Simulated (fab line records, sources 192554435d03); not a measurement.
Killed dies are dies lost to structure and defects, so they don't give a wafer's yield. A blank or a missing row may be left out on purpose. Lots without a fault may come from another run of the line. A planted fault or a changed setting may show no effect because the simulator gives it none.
fab line records | flow n5_finfet
record lots=6 wafers=18 last_day=16
route steps=1938 shown BEOL_M6@1221
lots that met no fault: from a run of the same line without faults
start_h: hours from the record's first day to the start of the lot's first wafer shown | wait_h: hours since the lot's step before | " the same as in the row above | L1.1+2: a row that stands for several wafers | - no value, or no start given | * or withheld: withheld | < > ~ a bound
route shown NAME@n: a module of which the file shows steps, and the number in the route of the first | usual: mean/standard deviation of fault-free wafers | same: alike in all rows | chamber/n: place in a boat | sites: the reading at each site | _std_site: their standard deviation | _edge_site: outer sites' mean less inner sites' | radius_mm: how far each site lies from the wafer's centre | mask NAME#n: copy n | behind: the tool/chamber that last shaped the wafer | hold: why the lot was held/for how many hours/how that ended | device: the transistor (n, p or np) that didn't switch | end of line: the same wafers' tests at the end of the route | a step without rows: its recipe alone | killed: dies lost to structure and defects at the first sort, not the wafer's yield | map: a wafer's dies, x killed, . not, _ none there
set.NAME: the setting as run; set.NAME@STEP: as run at that earlier step | model.NAME: the simulator's own value behind a step, which no gauge read
lots at some steps of the route; a table a step, a row a wafer
services: from which hour (start_h, from the record's first day; less than 0 if before it) a tool's chamber was out of use, for how many hours, and why
## steps
# step N5_BEOL_M6_COAT_22
# recipe resist=CAR-EUV spin_rpm=1500 resist_thk_nm=30
# step N5_BEOL_M6_EBR_24
# recipe solvent=PGMEA ebr_width_mm=1.5
# step N5_BEOL_M6_SOFTBAKE_23
# recipe temp_c=110 time_s=60 resist=CAR-EUV
# step N5_BEOL_M6_EXPOSE_25
# recipe mask_id=V5 na=0.33 source_shape=annular sigma_inner=0.4 sigma_outer=0.8 polarization=unpolarized target_cd_nm=40 dose_mj=45
# step N5_BEOL_M6_PEB_26
# recipe peb_temp_c=100 peb_time_s=60 resist=CAR-EUV
# step N5_BEOL_M6_DEVELOP_27
# recipe develop_time_s=30 developer=TMAH resist=CAR-EUV rinse_liquid=surfactant_rinse dry=air_spin dev_temp_c=23
# step N5_BEOL_M6_CD_MEAS_28
# recipe target_cd_nm=40 landing_energy_ev=500 detector=se_inlens
# usual cd_nm=40.03/0.23
# columns lot.wafer tool chamber start_h wait_h cd_nm
L317.1 cd_sem-03 0 195.73 - 39.70
L317.2 " 0 " " 40.19
L317.3 " 0 " " 40.37
L320.2 cd_sem-02 0 216.87 - 39.45
L320.5 " 0 " " 40.15
L320.6 " 0 " " 39.73
L322.1 cd_sem-01 0 232.26 - 39.84
L322.4 " 0 " " 40.04
L322.5 " 0 " " 39.82
L323.1 cd_sem-02 0 252.50 - 40.19
L323.2 " 0 " " 39.73
L323.4 " 0 " " 40.13
L332.1 cd_sem-01 0 296.89 - 40.55
L332.5 " 0 " " 39.87
L332.6 " 0 " " 39.88
L334.1 cd_sem-01 0 302.18 - 40.28
L334.3 " 0 " " 40.07
L334.4 " 0 " " 40.39
# step N5_BEOL_M6_OVL_MEAS_29
# recipe points_per_wafer=522
# usual V5_OVL=0.1/0.64
# columns lot.wafer tool chamber start_h wait_h V5_OVL[nm]
L317.1 overlay-01 0 195.76 0.0 0.3
L317.2 " 0 " " 0.2
L317.3 " 0 " " 0.1
L320.2 overlay-01 0 216.91 0.0 0.6
L320.5 " 0 " " 0.2
L320.6 " 0 " " 0.7
L322.1 overlay-02 0 232.29 0.0 0.1
L322.4 " 0 " " 0.3
L322.5 " 0 " " 0.9
L323.1 overlay-02 0 252.53 0.0 -0.1
L323.2 " 0 " " 0.3
L323.4 " 0 " " 0.8
L332.1 overlay-02 0 296.92 0.0 1.3
L332.5 " 0 " " 0.4
L332.6 " 0 " " -0.1
L334.1 overlay-01 0 302.21 0.0 -0.4
L334.3 " 0 " " -0.7
L334.4 " 0 " " -0.7
# step N5_BEOL_M6_INSPECT_30
# recipe mode=adi inspect_instrument=brightfield
# usual raw_defect_count=469/100
# columns lot.wafer tool chamber start_h wait_h raw_defect_count
L317.1 defect_inspect-01 - 195.82 0.1 354
L317.2 " - " " 690
L317.3 " - " " 349
L320.2 defect_inspect-02 - 216.96 0.0 460
L320.5 " - " " 678
L320.6 " - " " 546
L322.1 defect_inspect-01 - 232.35 0.1 435
L322.4 " - " " 419
L322.5 " - " " 524
L323.1 defect_inspect-01 - 252.59 0.1 528
L323.2 " - " " 406
L323.4 " - " " 425
L332.1 defect_inspect-02 - 296.97 0.1 329
L332.5 " - " " 417
L332.6 " - " " 452
L334.1 defect_inspect-02 - 302.26 0.1 551
L334.3 " - " " 714
L334.4 " - " " 552
# step N5_BEOL_M6_DESCUM_33
# recipe chemistry=O2 time_s=7 source_power_w=50 bias_power_w=20 pressure_mtorr=20 rf_frequency_hz=2.712e+07 temp_c=40 resist=CAR-EUV o2_flow_sccm=225
# usual drypump_motor_current_A=5.5/0.36 oes_product_au=0.80/0.086 rf_vpp_V=243.5/1.2 showerhead_plenum_p_Torr=2.11/0.053 throttle_valve_pct=20.46/0.17
# same time_s=7
# columns lot.wafer tool chamber start_h wait_h drypump_motor_current_A oes_product_au rf_hours_counter_h rf_vpp_V showerhead_plenum_p_Torr throttle_valve_pct
L317.1 rie_diel-02 0 196.31 0.5 5.6 0.69 227 244.8 2.16 20.87
L317.2 " 2 " " 5.5 0.72 186 242.0 2.08 20.41
L317.3 " 1 " " 4.7 0.83 99 242.4 2.11 20.65
L320.2 rie_diel-02 2 217.36 0.4 5.5 0.72 194 243.7 2.08 20.42
L320.5 " 2 " " 5.5 0.72 - 242.3 2.08 20.43
L320.6 " 3 " " 5.1 0.72 - 244.6 2.16 20.33
L322.1 rie_diel-02 3 232.38 0.0 5.1 0.71 191 244.2 2.16 20.35
L322.4 " 0 " " 5.7 0.68 239 244.2 2.15 20.90
L322.5 " 0 " " 5.7 0.67 - 243.5 2.15 20.89
L323.1 rie_diel-04 1 253.71 1.1 5.4 0.87 54 242.5 2.04 20.41
L323.2 " 3 " " 5.6 0.83 77 243.7 2.12 20.48
L323.4 " 0 " " 5.7 0.70 245 243.1 2.06 20.65
L332.1 rie_diel-02 0 297.03 0.1 5.6 0.95 7 244.2 2.15 20.55
L332.5 " 0 " " 5.7 0.95 - 245.0 2.14 20.55
L332.6 " 3 " " 5.1 0.70 - 243.9 2.15 20.39
L334.1 rie_diel-02 0 302.30 0.0 5.7 0.94 10 243.8 2.14 20.56
L334.3 " 3 " " 5.1 0.70 221 244.1 2.15 20.39
L334.4 " 1 " " 4.7 0.78 139 243.8 2.09 20.70
# step N5_BEOL_M6_ETCH_72
# recipe chemistry=N2/H2 target=underlayer target_depth_a=65 mask_material=CAR-EUV time_s=5.2 ion_energy_ev=200 pressure_mtorr=30 source_w=840 bias_w=150 n2_flow_sccm=200 h2_flow_sccm=200 ends=cleared
# usual bias_w=150.1/0.41 drypump_motor_current_A=5.5/0.37 etch_rf_on_time_s=5.18/0.085 oes_product_au=0.68/0.071 rf_vpp_V=524.5/2.2 showerhead_plenum_p_Torr=2.57/0.066 throttle_valve_pct=17.86/0.19
# columns lot.wafer tool chamber start_h wait_h bias_w drypump_motor_current_A etch_rf_on_time_s oes_product_au rf_hours_counter_h rf_vpp_V showerhead_plenum_p_Torr throttle_valve_pct
L317.1 rie_diel-02 0 196.34 0.0 149.9 5.6 5.10 0.60 227 525.8 2.63 18.39
L317.2 " 2 " " 150.1 5.5 5.20 0.62 186 522.0 2.52 17.74
L317.3 " 1 " " 150.0 4.7 5.24 0.69 99 525.3 2.56 18.06
L320.2 rie_diel-02 2 217.39 0.0 150.6 5.5 5.22 0.61 194 522.8 2.52 17.78
L320.5 " 2 " " 149.7 5.5 5.23 0.61 - 524.3 2.52 17.76
L320.6 " 3 " " 150.0 5.1 5.34 0.62 - 525.1 2.63 17.78
L322.1 rie_diel-02 3 232.42 0.0 150.3 5.1 5.32 0.62 191 524.6 2.63 17.78
L322.4 " 0 " " 150.3 5.7 5.19 0.59 239 523.7 2.62 18.42
L322.5 " 0 " " 150.0 5.7 5.18 0.58 - 527.5 2.62 18.41
L323.1 rie_diel-04 1 253.74 0.0 150.0 5.4 5.14 0.73 54 520.0 2.48 17.87
L323.2 " 3 " " 150.2 5.6 5.07 0.71 77 525.5 2.57 17.81
L323.4 " 0 " " 150.2 5.8 5.24 0.59 245 522.8 2.50 17.96
L332.1 rie_diel-02 0 297.07 0.0 149.1 5.7 4.96 0.83 7 524.5 2.61 18.00
L332.5 " 0 " " 149.7 5.7 5.06 0.81 - 523.4 2.61 18.01
L332.6 " 3 " " 150.2 5.1 5.34 0.60 - 525.3 2.62 17.84
L334.1 rie_diel-02 0 302.33 0.0 149.7 5.6 5.03 0.80 10 527.3 2.61 18.01
L334.3 " 3 " " 150.1 5.1 5.28 0.60 221 527.3 2.62 17.87
L334.4 " 1 " " 149.1 4.7 5.25 0.65 139 522.6 2.55 18.10
# step N5_BEOL_M6_ETCH_65
# recipe chemistry=CF4 target=SiARC target_depth_a=156 mask_material=CAR-EUV time_s=26 ion_energy_ev=80 pressure_mtorr=40 source_w=545 bias_w=36 Ar_flow_sccm=100 cf4_flow_sccm=100 ends=cleared
# usual bias_w=35.99/0.1 drypump_motor_current_A=5.5/0.37 etch_rf_on_time_s=25.9/0.43 oes_product_au=0.69/0.073 rf_vpp_V=184.3/1 showerhead_plenum_p_Torr=2.16/0.052 throttle_valve_pct=15.62/0.18
# columns lot.wafer tool chamber start_h wait_h bias_w drypump_motor_current_A etch_rf_on_time_s oes_product_au rf_hours_counter_h rf_vpp_V showerhead_plenum_p_Torr throttle_valve_pct
L317.1 rie_diel-02 0 196.36 0.0 35.89 5.7 25.4 0.60 227 185.5 2.20 16.05
L317.2 " 2 " " 35.89 5.5 26.1 0.62 186 182.6 2.12 15.56
L317.3 " 1 " " 36.08 4.7 26.0 0.70 99 185.6 2.16 15.78
L320.2 rie_diel-02 2 217.41 0.0 35.88 5.5 26.4 0.61 194 181.7 2.12 15.58
L320.5 " 2 " " 35.90 5.5 26.3 0.61 - 184.0 2.12 15.59
L320.6 " 3 " " 35.97 5.1 26.7 0.62 - 184.4 2.21 15.62
L322.1 rie_diel-02 3 232.43 0.0 35.75 5.1 26.2 0.63 191 184.5 2.21 15.65
L322.4 " 0 " " 36.12 5.7 25.6 0.59 239 185.4 2.19 16.09
L322.5 " 0 " " 35.96 5.7 25.6 0.59 - 185.2 2.19 16.07
L323.1 rie_diel-04 1 253.76 0.0 35.97 5.4 25.3 0.74 54 183.1 2.09 15.55
L323.2 " 3 " " 36.07 5.6 25.3 0.71 77 183.3 2.16 15.61
L323.4 " 0 " " 36.00 5.7 26.0 0.59 245 184.7 2.11 15.87
L332.1 rie_diel-02 0 297.09 0.0 35.96 5.7 25.2 0.81 7 184.9 2.19 15.61
L332.5 " 0 " " 36.06 5.7 24.8 0.82 - 184.0 2.19 15.61
L332.6 " 3 " " 36.06 5.1 26.7 0.60 - 185.7 2.20 15.69
L334.1 rie_diel-02 0 302.35 0.0 35.89 5.7 25.1 0.81 10 184.1 2.18 15.62
L334.3 " 3 " " 36.06 5.0 26.4 0.60 221 184.8 2.20 15.70
L334.4 " 1 " " 35.81 4.6 26.2 0.65 139 183.6 2.14 15.87
# step N5_BEOL_M6_ETCH_66
# recipe chemistry=N2/H2 target=SOC target_depth_a=800 overetch_a=160 mask_material=SiARC temp_c=40 time_s=120 ion_energy_ev=200 pressure_mtorr=30 source_w=840 bias_w=150 n2_flow_sccm=200 h2_flow_sccm=200
# usual bias_w=150.0/0.44 drypump_motor_current_A=5.5/0.37 oes_product_au=0.61/0.061 rf_vpp_V=524.6/2 showerhead_plenum_p_Torr=2.57/0.066 throttle_valve_pct=17.82/0.19
# same time_s=120
# columns lot.wafer tool chamber start_h wait_h bias_w drypump_motor_current_A oes_product_au rf_hours_counter_h rf_vpp_V showerhead_plenum_p_Torr throttle_valve_pct model.SiARC_of_BEOL_M6_COAT_64.thk_nm
L317.1 rie_diel-02 0 196.39 0.0 150.1 5.7 0.53 227 526.5 2.63 18.35 6.4
L317.2 " 2 " " 149.9 5.5 0.56 186 523.3 2.52 17.72 6.4
L317.3 " 1 " " 149.8 4.7 0.63 99 524.6 2.56 18.01 6.4
L320.2 rie_diel-02 2 217.44 0.0 150.3 5.5 0.55 194 524.9 2.52 17.73 6.4
L320.5 " 2 " " 150.1 5.5 0.55 - 524.0 2.52 17.72 6.2
L320.6 " 3 " " 181.1 5.1 0.56 - 591.1 2.63 17.75 5.2
L322.1 rie_diel-02 3 232.46 0.0 181.0 5.1 0.56 191 590.0 2.63 17.75 5.2
L322.4 " 0 " " 150.5 5.7 0.53 239 524.2 2.62 18.37 6.4
L322.5 " 0 " " 150.2 5.7 0.53 - 528.4 2.62 18.37 6.4
L323.1 rie_diel-04 1 253.78 0.0 150.0 5.4 0.65 54 522.9 2.48 17.82 6.4
L323.2 " 3 " " 149.4 5.6 0.62 77 524.8 2.57 17.78 6.4
L323.4 " 0 " " 149.4 5.7 0.53 245 523.5 2.50 17.91 6.4
L332.1 rie_diel-02 0 297.11 0.0 150.0 5.7 0.72 7 524.1 2.61 17.95 6.2
L332.5 " 0 " " 149.7 5.7 0.72 - 524.1 2.61 17.96 6.2
L332.6 " 3 " " 149.7 5.1 0.55 - 526.5 2.62 17.81 6.6
L334.1 rie_diel-02 0 302.38 0.0 150.7 5.7 0.71 10 525.3 2.61 17.95 6.2
L334.3 " 3 " " 149.6 5.1 0.55 221 526.0 2.62 17.81 6.4
L334.4 " 1 " " 149.5 4.7 0.59 139 526.0 2.55 18.07 6.4
# step N5_BEOL_M6_STRIP_69
# recipe chemistry=N2/H2 temp_c=40 n2_flow_sccm=200 h2_flow_sccm=200 rf_frequency_hz=6e+07
## services
# columns tool chamber start_h hours kind
rie_diel-02 3 195.74 3.8 repair
rie_diel-04 1 207.48 14.3 repair
rie_diel-04 - 209.64 0.6 repair
rie_diel-04 0 217.81 6.3 repair
rie_diel-02 2 227.15 4.2 repair
rie_diel-02 2 252.28 2.4 repair
rie_diel-02 0 259.23 - clean
rie_diel-02 0 259.23 - consumable_replace:focus_ring
rie_diel-02 0 259.23 17.7 scheduled_down
rie_diel-02 0 259.23 17.7 vent_cycle
rie_diel-02 - 260.12 2.8 pm
rie_diel-04 0 267.31 - clean
rie_diel-04 0 267.31 - consumable_replace:focus_ring
rie_diel-04 0 267.31 12.7 scheduled_down
rie_diel-04 0 267.31 12.7 vent_cycle
rie_diel-04 - 297.70 2.8 pm
## key
first_sign step=N5_BEOL_M6_ETCH_66 reading=bias_w direction=up sigmas=71 usual=* struck=*
effect step=N5_BEOL_M6_ETCH_66 reading=rf_vpp_V direction=up sigmas=32 usual=524.6 struck=590.6
model_effect step=N5_BEOL_M6_ETCH_66 value=SiARC_of_BEOL_M6_COAT_64.thk_nm without=6.6 struck=5.2
met_at N5_BEOL_M6_ETCH_66
struck_wafers L320.6,L322.1
fault kind=process_parameter_drift tool=rie_diel-02 chamber=3 onset_h=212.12 steps=N5_BEOL_M6_ETCH_66 channel=bias_w offset=* shape=step end_h=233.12 acts_in=* stated=*
